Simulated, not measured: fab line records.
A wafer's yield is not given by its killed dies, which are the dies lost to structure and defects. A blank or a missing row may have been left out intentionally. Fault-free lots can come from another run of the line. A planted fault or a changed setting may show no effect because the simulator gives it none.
A struck lot beside a sound one ; flow n5Finfet ; 38 steps out of a route of 1938
Sound: the wafers L496.2, L496.3, L496.6. Struck: wafer L483.4; the same lot's L483.1 was not struck, so it is left out; see the end for the cause.
Order at every step that has rows: each side's tool, ch and its chambers, its first start. Under that, the readings that differ: sound wafers ; struck wafers ; difference of the means ; sigmas: that difference in standard deviations of wafers without a fault.
alike: words and numbers the same on both sides, and readings whose means are apart by under 2 such deviations; not compared: readings that were withheld, readings missing a value for some wafer, numbers with overlapping values and no deviation given by the record, and bounds like >300 which may hide the same value.
The two part at a step that has a row with sigmas, a row that says differs or no value, or rows on one side only. Non-overlapping numbers with no deviation appear without sigmas and do not part them. A reading missing from all wafers of one side parts the sides only when that side holds two or more wafers.

first, 9 steps without rows for these wafers: N5_BEOL_M11_PEB_26 (peb time 60 s); N5_BEOL_M11_DEVELOP_27 (develop time 30 s); N5_BEOL_M11_DESCUM_33 (chemistry O2, time 7.9 s); N5_BEOL_M11_ETCH_65 (etches SiARC in CF4, target depth 39 nm, time 65 s); N5_BEOL_M11_ETCH_66 (etches SOC in N2/H2, target depth 120 nm, overetch 24 nm, time 180 s); N5_BEOL_M11_STRIP_69 (strips in N2/H2); N5_BEOL_M11_VIA_ETCH_34 (etches SiCOH lowk in C4F6/O2, target depth 184.5 nm, time 69.2 s); N5_BEOL_M11_STRIP_73 (strips in C4F6/O2); N5_BEOL_M11_STRIP_36 (strips in N2/H2).
N5_BEOL_M11_TRENCH_ETCH_37: etches SiCOH lowk in C4F6/O2, target depth 148.83 nm, time 48 s.
  sound on rieDiel-02 ch 0,2, day 17 04:14; struck on rieDiel-06 ch 1, day 12 00:20
reading;sound;struck;difference;sigmas
oesProductAu (a.u.);0.95 0.85 0.85;0.73;-0.15;-2
runLengthS (s);71.8 70.9 70.7;58.1;-13.0;-28
model.etch.depthNm (nm);146.9 149.4 149.7;109.4;-39.3;
model.BEOL_M11.featureDepthNm (nm);147 149.4 149.8;109.4;-39.3;
model.TiN_of_BEOL_M11_HM_DEP_02.thkNm (nm);15.6 15.6 15.6;17.4;+1.8;
  alike: chamberPressureMTorr, drypumpMotorCurrentA, rfVppV, showerheadPlenumPTorr, throttleValvePct
  not compared: biasW, rfHoursCounterH
then, 2 steps without rows for these wafers: N5_BEOL_M11_ETCH_41 (etches SiCN in CH3F/O2, target depth 42.6 nm, time 86 s); N5_BEOL_M11_STRIP_77 (strips in N2/H2, time 10 s).
N5_BEOL_M11_OCD_MEAS_38:
  sound on ocd-01, day 17 04:25; struck on ocd-01, day 12 00:31
reading;sound;struck;difference;sigmas
trenchDepthNm (nm);147.0 149.2 149.8;109.6;-39.1;-16
then, 13 steps without rows for these wafers: N5_BEOL_M11_HM_STRIP_39 (strips TiN in peroxide tin strip, target depth 25 nm, time 158 s); N5_BEOL_M11_SRD_40 (time 30 s); N5_BEOL_M11_PRECLEAN_42 (cleans in residue remover, time 60 s); N5_BEOL_M11_SRD_43 (time 30 s); N5_BEOL_M11_CURE_72 (cures SiCOH lowk, time 120 s); N5_BEOL_M11_DEGAS_44 (time 60 s); N5_BEOL_M11_PRE_CLEAN_45 (time 30 s); N5_BEOL_M11_ALD_74 (deposits TaN, target thk 2 nm, pulse time 2 s, purge time 3 s); N5_BEOL_M11_SURFACE_TREAT_76; N5_BEOL_M11_CVD_75 (deposits Co from CCTBA/H2, target thk 2 nm, time 138.9 s); N5_BEOL_M11_SPUTTER_48 (material Cu, target thk 12 nm, time 2 s); N5_BEOL_M11_ECD_50 (material Cu, target thk 318 nm); N5_BEOL_M11_ANNEAL_51 (time 90 s).
N5_BEOL_M11_CMP_52: polishes, stops on SiCOH lowk, t overpolish 7 s, target thk 140 nm.
  sound on cmp-04 ch 0,1,3, day 17 06:37; struck on cmp-03 ch 1, day 12 02:40
reading;sound;struck;difference;sigmas
model.Cu_of_BEOL_M11_ECD_50.thkNm (nm);139.2 142.2 140.6;99.8;-40.9;
  alike: motorCurrentA
N5_BEOL_M11_THK_MEAS_53: measures by xrf.
  sound on filmMetro-01, day 17 06:50; struck on filmMetro-01, day 12 02:52
reading;sound;struck;difference;sigmas
M11_THK (nm);138.2 141.6 140.4;99.9;-40.2;-14
then, 2 steps without rows for these wafers: N5_BEOL_M11_PRE_CLEAN_55 (time 15 s); N5_BEOL_M11_DEP_56 (deposits SiCN from 3MS/NH3, target thk 30 nm, time 10.5 s).
N5_BEOL_M11_RS_MEAS_57: a four-point-probe measurement.
  sound on filmMetro-01, day 17 06:59; struck on filmMetro-02, day 12 03:00
reading;sound;struck;difference;sigmas
M11_RS (ohm/sq);0.152 0.149 0.150;0.220;+0.070;+22
then, 5 steps without rows for these wafers: N5_BEOL_M12_ILD_DEP_00 (deposits SiOC from DEMS/O2, target thk 658.92 nm, time 130.7 s); N5_BEOL_M12_COAT_58 (time 60 s, resist thk 89 nm); N5_BEOL_M12_COAT_04 (resist thk 400 nm); N5_BEOL_M12_EBR_06; N5_BEOL_M12_SOFTBAKE_05 (time 60 s).
N5_BEOL_M15_RC_MEAS_101:
  sound on prober-02 ch 0, day 18 07:52; struck on prober-01 ch 0, day 13 01:49
reading;sound;struck;difference;sigmas
COMB_M15 (S/m);3.1e-12 3.6e-12 3.6e-12;1.4e-12;-2.0e-12;-2
COMB_M6 (S/m);2.4e-11 2.2e-11 2.9e-11;4.2e-11;+1.7e-11;+3
COMB_M9 (S/m);1.2e-11 1.3e-11 1.6e-11;7e-12;-7e-12;-2
SERP_M11 (ohm/um);3.11 3.05 3.12;4.39;+1.30;+17
SERP_M11_max_site (ohm/um);3.17 3.16 3.25;4.50;+1.31;+15
SERP_M12 (ohm/um);0.626 0.613 0.617;0.675;+0.056;+3
  alike: COMB_M10, COMB_M12, COMB_M13, COMB_M14, COMB_M5, COMB_M7, COMB_M8, SERP_M10, SERP_M13, SERP_M14, SERP_M5, SERP_M6, SERP_M6_max_site, SERP_M7, SERP_M8, SERP_M8_max_site, SERP_M9
N5_PASSIVATION_PROBE_49:
  sound on prober-01, day 18 23:38; struck on prober-02, day 13 15:01
reading;sound;struck;difference;sigmas
defectLimitedYield (%);93.6 93.0 92.4;88.5;-4.5;-3
killed_at_M0_to_M3;20 24 19;52;+31;+3
killedAtFrontEnd;33 29 26;60;+31;+2
killedDies;75 83 90;136;+53;+3
killedOpen;46 57 57;83;+30;+2
sort_bin_5_function (%);3.8 3.7 4.5;7.0;+3.0;+3
sortNPass;1105 1097 1090;1044;-53;-3
  alike: killed_at_M4_up, killedAtContacts, killedAtOther, killedShort, sort_bin_6_memory, sort_bin_8_speed

== WHERE THEY PART ==
First at N5_BEOL_M11_TRENCH_ETCH_37; last, within this record, at N5_PASSIVATION_PROBE_49.

WHY: what the simulator had put in
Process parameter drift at N5_BEOL_M11_TRENCH_ETCH_37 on rieDiel-06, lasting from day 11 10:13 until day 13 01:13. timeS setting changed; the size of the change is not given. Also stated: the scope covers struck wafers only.
